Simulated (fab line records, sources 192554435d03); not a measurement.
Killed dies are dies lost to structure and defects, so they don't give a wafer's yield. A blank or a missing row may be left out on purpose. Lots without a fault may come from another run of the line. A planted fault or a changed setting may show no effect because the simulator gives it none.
fab line records | flow n5_finfet | part 2 of 2: steps 4 to 6 of 6
record lots=23 wafers=69 last_day=17
route steps=1938 shown GATE_CUT@493 MOL_CONTACT_COAG@531
lots that met no fault: from a run of the same line without faults
start_h: hours from the record's first day to the start of the lot's first wafer shown | wait_h: hours since the lot's step before | " the same as in the row above | L1.1+2: a row that stands for several wafers | - no value, or no start given | * or withheld: withheld | < > ~ a bound
route shown NAME@n: a module of which the file shows steps, and the number in the route of the first | usual: mean/standard deviation of fault-free wafers | same: alike in all rows | chamber/n: place in a boat | sites: the reading at each site | _std_site: their standard deviation | _edge_site: outer sites' mean less inner sites' | radius_mm: how far each site lies from the wafer's centre | mask NAME#n: copy n | behind: the tool/chamber that last shaped the wafer | hold: why the lot was held/for how many hours/how that ended | device: the transistor (n, p or np) that didn't switch | end of line: the same wafers' tests at the end of the route | a step without rows: its recipe alone | killed: dies lost to structure and defects at the first sort, not the wafer's yield | map: a wafer's dies, x killed, . not, _ none there
set.NAME: the setting as run; set.NAME@STEP: as run at that earlier step | model.NAME: the simulator's own value behind a step, which no gauge read
steps of the route over a sample of lots; a table a step, a row a wafer
services: from which hour (start_h, from the record's first day; less than 0 if before it) a tool's chamber was out of use, for how many hours, and why
## steps
# step N5_MOL_CONTACT_COAG_ETCH_106
# recipe chemistry=N2/H2 target=SOC target_depth_a=800 overetch_a=160 mask_material=SiARC temp_c=40 time_s=120 ion_energy_ev=200 pressure_mtorr=30 source_w=840 bias_w=150 n2_flow_sccm=200 h2_flow_sccm=200
# usual drypump_motor_current_A=5.7/0.46 oes_product_au=0.72/0.077 rf_fwd_power_W=835.9/2.9 rf_vpp_V=525/3.1 showerhead_plenum_p_Torr=2.59/0.11 throttle_valve_pct=17.81/0.3
# columns lot.wafer tool chamber start_h wait_h drypump_motor_current_A oes_product_au rf_fwd_power_W rf_hours_counter_h rf_vpp_V showerhead_plenum_p_Torr throttle_valve_pct
L074.1 rie_diel-04 3 89.80 0.0 5.1 0.65 835.4 172 519 2.46 18.02
L074.2 " 1 " " 5.8 0.89 832.7 1 523 2.49 17.67
L074.4 " 0 " " 5.5 0.83 837.9 8 529 2.73 17.84
L075.3 rie_diel-04 3 101.95 0.0 5.0 0.64 834.2 177 520 2.46 18.06
L075.4 " 0 " " 5.5 0.82 832.9 12 528 2.72 17.86
L075.6 " 0 " " 5.5 0.82 832.7 - 529 2.72 17.84
L076.1 rie_diel-03 2 101.96 0.0 6.0 0.71 837.9 118 521 2.44 17.62
L076.2 " 1 " " 5.2 0.82 833.9 24 530 2.69 17.27
L076.4 " 0 " " 6.3 0.67 835.0 151 527 2.67 18.20
L077.1 rie_diel-03 1 109.76 0.0 5.2 0.81 836.7 26 528 2.69 17.28
L077.2 " 0 " " 6.3 0.67 837.2 154 525 2.66 18.18
L077.5 " 3 " " 5.6 0.64 833.2 - 526 2.62 18.15
L079.1 rie_diel-03 3 118.70 0.0 5.6 0.63 831.3 181 526 2.62 18.16
L079.2 " 0 " " 6.2 0.67 838.4 158 526 2.66 18.21
L079.6 " 0 " " 6.3 0.66 835.5 - 528 2.66 18.21
L080.1 rie_diel-04 0 128.27 0.0 5.5 0.80 837.5 22 528 2.72 17.85
L080.2 " 2 " " 5.1 0.75 837.5 47 527 2.67 17.45
L080.4 " 1 " " 5.8 0.84 838.5 16 523 2.48 17.70
L081.2 rie_diel-03 1 128.81 0.0 5.2 0.80 831.3 34 527 2.68 17.28
L081.3 " 3 " " 5.6 0.63 828.7 184 526 2.62 18.16
L081.6 " 0 " " 6.3 0.66 833.5 - 527 2.66 18.22
L082.1 rie_diel-03 3 138.76 0.0 5.6 0.63 831.2 188 527 2.62 18.18
L082.2 " 1 " " 5.2 0.80 836.3 37 528 2.68 17.30
L082.6 " 2 " " 6.1 0.70 834.8 - 524 2.43 17.62
L083.1 rie_diel-04 1 140.58 0.0 5.8 0.83 833.4 20 524 2.48 17.69
L083.2 " 0 " " 5.6 0.80 839.9 26 528 2.72 17.87
L083.5 " 2 " " 5.1 0.74 836.6 - 528 2.67 17.47
L084.2 rie_diel-03 1 150.90 0.0 5.1 0.79 840.3 43 527 2.68 17.30
L084.4 " 2 " " 6.0 0.70 837.3 136 521 2.43 17.65
L084.5 " 2 " " 6.0 0.70 836.7 - 522 2.43 17.63
L085.1 rie_diel-01 0 157.48 0.0 6.6 0.74 835.7 62 525 2.59 17.62
L085.3 " 2 " " 5.1 0.89 836.3 2 529 2.73 17.97
L085.5 " 3 " " 5.7 0.67 835.8 - 527 2.68 18.13
L086.1 rie_diel-04 1 163.38 0.0 5.9 0.82 842.3 28 521 2.48 17.72
L086.4 " 3 " " 5.0 0.62 831.1 198 521 2.45 18.08
L086.5 " 3 " " 5.1 0.63 836.9 - 521 2.45 18.08
L087.1 rie_diel-04 3 168.57 0.0 5.0 0.63 838.3 200 520 2.45 18.08
L087.4 " 1 " " 5.9 0.81 836.0 31 522 2.48 17.72
L087.5 " 1 " " 5.9 0.81 837.8 - 524 2.48 17.70
L088.1 rie_diel-04 2 174.33 0.0 5.1 0.72 838.0 63 527 2.66 17.48
L088.3 " 1 " " 5.8 0.81 836.9 33 523 2.48 17.73
L088.6 " 1 " " 5.9 0.80 830.1 - 522 2.48 17.71
L089.3 rie_diel-03 3 180.33 0.0 5.6 0.62 834.4 203 525 2.61 18.20
L089.4 " 1 " " 5.1 0.78 837.1 54 528 2.68 17.33
L089.6 " 2 " " 6.0 0.69 836.1 - 522 2.43 17.67
L090.4 rie_diel-01 1 183.48 0.0 5.7 0.64 837.4 199 521 2.43 17.91
L090.5 " 0 " " 6.5 0.73 838.0 - 526 2.59 17.66
L090.6 " 3 " " 5.7 0.66 836.0 - 527 2.68 18.13
L091.2 rie_diel-01 2 189.62 0.0 5.1 0.86 831.3 15 527 2.73 17.98
L091.3 " 3 " " 5.7 0.66 836.0 191 525 2.68 18.14
L091.5 " 0 " " 6.6 0.73 835.7 - 525 2.59 17.64
L092.2 rie_diel-03 0 195.19 0.0 6.3 0.65 835.9 189 526 2.65 18.26
L092.4 " 1 " " 5.2 0.77 832.5 - 528 2.67 17.33
L092.5 " 0 " " 6.3 0.64 836.2 - 527 2.65 18.28
L093.1 rie_diel-01 2 203.51 0.0 5.1 0.83 841.5 22 528 2.72 18.00
L093.5 " 1 " " 5.7 0.64 838.6 - 519 2.42 17.93
L093.6 " 0 " " 6.5 0.72 837.0 - 524 2.58 17.63
L094.2 rie_diel-03 0 213.55 0.0 6.3 0.63 835.9 200 527 2.65 18.28
L094.4 " 2 " " 6.0 0.67 834.5 167 522 2.42 17.71
L094.6 " 2 " " 6.0 0.68 836.7 - 521 2.42 17.69
L095.1 rie_diel-01 2 215.16 0.0 5.1 0.82 835.2 27 528 2.72 18.01
L095.3 " 1 " " 5.7 0.63 838.0 214 521 2.42 17.93
L095.5 " 0 " " 6.5 0.72 838.0 - 524 2.58 17.68
L096.2 rie_diel-03 2 222.18 0.0 6.0 0.67 839.4 171 521 2.42 17.70
L096.4 " 1 " " 5.2 0.76 834.7 72 529 2.67 17.36
L096.6 " 2 " " 6.0 0.67 839.4 - 520 2.42 17.73
L097.2 rie_diel-01 2 228.25 0.0 5.1 0.82 842.3 34 530 2.72 18.02
L097.3 " 3 " " 5.7 0.65 840.0 211 524 2.67 18.17
L097.4 " 0 " " 6.5 0.71 842.3 93 525 2.58 17.67
# step N5_MOL_CONTACT_COAG_CD_MEAS_99
# recipe target_cd_nm=17.2 polarity=opening
# usual cd_nm=17.2/0.45
# columns lot.wafer tool chamber start_h wait_h cd_nm
L074.1 cd_sem-02 - 90.12 - 17.0
L074.2 " - " " 17.1
L074.4 " - " " 16.5
L075.3 cd_sem-01 - 102.27 - 17.4
L075.4 " - " " 17.5
L075.6 " - " " 17.2
L076.1 cd_sem-02 - 102.27 - 16.1
L076.2 " - " " 17.5
L076.4 " - " " 17.1
L077.1 cd_sem-01 - 110.08 - 17.1
L077.2 " - " " 17.1
L077.5 " - " " 17.3
L079.1 cd_sem-03 - 119.01 - 17.0
L079.2 " - " " 17.7
L079.6 " - " " 17.1
L080.1 cd_sem-01 - 128.59 - 17.3
L080.2 " - " " 17.0
L080.4 " - " " 17.3
L081.2 cd_sem-02 - 129.13 - 16.3
L081.3 " - " " 16.9
L081.6 " - " " 16.5
L082.1 cd_sem-01 - 139.08 - 17.1
L082.2 " - " " 17.5
L082.6 " - " " 17.2
L083.1 cd_sem-03 - 140.90 - 17.1
L083.2 " - " " 17.2
L083.5 " - " " 18.3
L084.2 cd_sem-02 - 151.22 - 17.4
L084.4 " - " " 16.9
L084.5 " - " " 17.3
L085.1 cd_sem-02 - 157.80 - 17.7
L085.3 " - " " 17.4
L085.5 " - " " 17.1
L086.1 cd_sem-01 - 163.70 - 17.2
L086.4 " - " " 16.8
L086.5 " - " " 17.1
L087.1 cd_sem-02 - 168.88 - 17.6
L087.4 " - " " 17.2
L087.5 " - " " 16.8
L088.1 cd_sem-03 - 174.64 - 17.9
L088.3 " - " " 17.0
L088.6 " - " " 17.0
L089.3 cd_sem-01 - 180.65 - 16.6
L089.4 " - " " 16.2
L089.6 " - " " 16.7
L090.4 cd_sem-02 - 183.80 - 17.6
L090.5 " - " " 17.7
L090.6 " - " " 16.5
L091.2 cd_sem-01 - 189.93 - 17.5
L091.3 " - " " 16.7
L091.5 " - " " 17.4
L092.2 cd_sem-01 - 195.52 - 17.1
L092.4 " - " " 17.0
L092.5 " - " " 16.5
L093.1 cd_sem-02 - 203.83 - 17.5
L093.5 " - " " 17.5
L093.6 " - " " 17.0
L094.2 cd_sem-01 - 213.86 - 17.9
L094.4 " - " " 16.9
L094.6 " - " " 17.1
L095.1 cd_sem-03 - 215.47 - 17.6
L095.3 " - " " 17.7
L095.5 " - " " 17.7
L096.2 cd_sem-01 - 222.49 - 17.0
L096.4 " - " " 16.8
L096.6 " - " " 16.5
L097.2 cd_sem-01 - 228.56 - 17.0
L097.3 " - " " 17.3
L097.4 " - " " 17.1
# step N5_MOL_CONTACT_COAG_PRE_CLEAN_141
# recipe gas=H2/He time_s=60 temp_c=300
# usual heater_power_w=446/59
# columns lot.wafer tool chamber start_h wait_h heater_power_w
L074.1 pvd_sputter-03 - 91.85 0.5 415
L074.2 " - " " 474
L074.4 " - " " 414
L075.3 pvd_sputter-01 - 104.70 1.3 414
L075.4 " - " " 493
L075.6 " - " " 486
L076.1 pvd_sputter-02 - 104.71 1.2 402
L076.2 " - " " 400
L076.4 " - " " 486
L077.1 pvd_sputter-02 - 111.39 0.3 381
L077.2 " - " " 490
L077.5 " - " " 382
L079.1 pvd_sputter-01 - 121.03 0.8 507
L079.2 " - " " 491
L079.6 " - " " 511
L080.1 pvd_sputter-02 - 130.51 0.7 395
L080.2 " - " " 409
L080.4 " - " " 402
L081.2 pvd_sputter-03 - 131.11 0.9 592
L081.3 " - " " 480
L081.6 " - " " 589
L082.1 pvd_sputter-01 - 140.87 0.3 402
L082.2 " - " " 510
L082.6 " - " " 406
L083.1 pvd_sputter-03 - 143.63 1.6 420
L083.2 " - " " 409
L083.5 " - " " 491
L084.2 pvd_sputter-03 - 152.86 0.5 414
L084.4 " - " " 480
L084.5 " - " " 471
L085.1 pvd_sputter-02 - 160.72 1.1 405
L085.3 " - " " 389
L085.5 " - " " 390
L086.1 pvd_sputter-02 - 166.06 1.3 389
L086.4 " - " " 391
L086.5 " - " " 397
L087.1 pvd_sputter-02 - 170.16 0.2 397
L087.4 " - " " 398
L087.5 " - " " 402
L088.1 pvd_sputter-03 - 177.79 0.7 590
L088.3 " - " " 419
L088.6 " - " " 464
L089.3 pvd_sputter-01 - 184.22 1.1 401
L089.4 " - " " 481
L089.6 " - " " 411
L090.4 pvd_sputter-03 - 185.14 0.1 592
L090.5 " - " " 480
L090.6 " - " " 426
L091.2 pvd_sputter-01 - 192.65 0.4 411
L091.3 " - " " 474
L091.5 " - " " 413
L092.2 pvd_sputter-02 - 197.23 0.5 400
L092.4 " - " " 407
L092.5 " - " " 410
L093.1 pvd_sputter-03 - 206.52 1.6 428
L093.5 " - " " 604
L093.6 " - " " 415
L094.2 pvd_sputter-02 - 215.97 0.5 408
L094.4 " - " " 391
L094.6 " - " " 495
L095.1 pvd_sputter-02 - 218.66 2.1 405
L095.3 " - " " 388
L095.5 " - " " 402
L096.2 pvd_sputter-03 - 223.79 0.2 417
L096.4 " - " " 484
L096.6 " - " " 416
L097.2 pvd_sputter-01 - 230.80 1.2 434
L097.3 " - " " 475
L097.4 " - " " 514
## services
# columns tool chamber start_h hours kind
rie_diel-04 1 71.81 - clean
rie_diel-04 1 71.81 - consumable_replace:focus_ring
rie_diel-04 1 71.81 14.5 scheduled_down
rie_diel-04 1 71.81 14.5 vent_cycle
rie_diel-05 0 73.14 6.9 repair
rie_diel-02 2 79.85 2.1 repair
ald_sin-04 - 85.37 14.0 pm
rie_diel-01 1 119.12 7.1 repair
rie_diel-01 2 133.21 - clean
rie_diel-01 2 133.21 - consumable_replace:focus_ring
rie_diel-01 2 133.21 - consumable_replace:showerhead
rie_diel-01 2 133.21 16.2 scheduled_down
rie_diel-01 2 133.21 16.2 vent_cycle
rie_diel-02 3 135.96 8.7 repair
rie_diel-03 0 159.33 1.3 repair
ald_sin-01 2 170.46 11.1 repair
rie_diel-04 - 180.48 69.8 repair
rie_diel-03 1 185.26 8.8 repair
ald_sin-01 1 193.80 28.9 repair
rie_diel-03 3 194.43 6.1 repair
ald_sin-03 2 199.00 3.5 repair
ald_sin-04 0 206.56 3.3 repair
rie_diel-05 2 208.68 3.8 repair
rie_diel-05 0 221.63 2.8 repair
